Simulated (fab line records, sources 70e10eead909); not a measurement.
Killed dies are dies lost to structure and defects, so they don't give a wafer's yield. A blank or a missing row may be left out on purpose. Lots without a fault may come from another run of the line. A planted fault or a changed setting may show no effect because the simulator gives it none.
Tool commonality check | flow nand_harc | 3 lots, 7 wafers sampled

WHY IT WAS OPENED
At NHARC_END_SORT_01 the reading killed_at_array is flagged on 2 of 3 lots. Wafers without a fault read 53, standard deviation 18.
Rule: a lot is flagged when every wafer of it that has a number lies more than 4 standard deviations from that mean, or none has a number. The other lots count as sound.

lot  | measured     | on        | killed_at_array, wafer by wafer | flag
L878 | day 29 07:34 | prober-01 | 44                              |
L884 | day 31 13:26 | prober-02 | 670 676 672                     | FLAGGED
L886 | day 32 08:52 | prober-01 | 671 676 673                     | FLAGGED
The numbers of the flagged lots are 673 on average: +620 against the usual, or +34 standard deviations.

WHICH TOOL RAN EACH LOT
The record holds 1 process step before the reading, out of a route of 1302 steps. In each cell: the tool, then ch and the chambers that the sampled wafers went through, then the start.
lot  | flag    | NHARC_A_ONON_D2_DEP_00
L878 |         | pecvd_onon-01 ch 0, day 17 11:03
L884 | FLAGGED | pecvd_onon-01, day 19 11:20
L886 | FLAGGED | pecvd_onon-03, day 19 21:59
What these steps do:
- NHARC_A_ONON_D2_DEP_00: target thk 1000 nm.
- NHARC_END_SORT_01

FLAGGED OVER TOTAL, TOOL BY TOOL (the gauges that took the reading come last)
step                   | tool          | lots run | flagged | share of the flagged lots | sound lots run after its first flagged lot
NHARC_A_ONON_D2_DEP_00 | pecvd_onon-01 | 2        | 1       | some                      | 0
NHARC_A_ONON_D2_DEP_00 | pecvd_onon-03 | 1        | 1       | some                      | 0
NHARC_END_SORT_01      | prober-01     | 2        | 1       | some                      | 0
NHARC_END_SORT_01      | prober-02     | 1        | 1       | some                      | 0

WHAT THE TABLE ALLOWS
No row of the table ran every flagged lot.

WHAT THE SIMULATOR HAD PUT IN
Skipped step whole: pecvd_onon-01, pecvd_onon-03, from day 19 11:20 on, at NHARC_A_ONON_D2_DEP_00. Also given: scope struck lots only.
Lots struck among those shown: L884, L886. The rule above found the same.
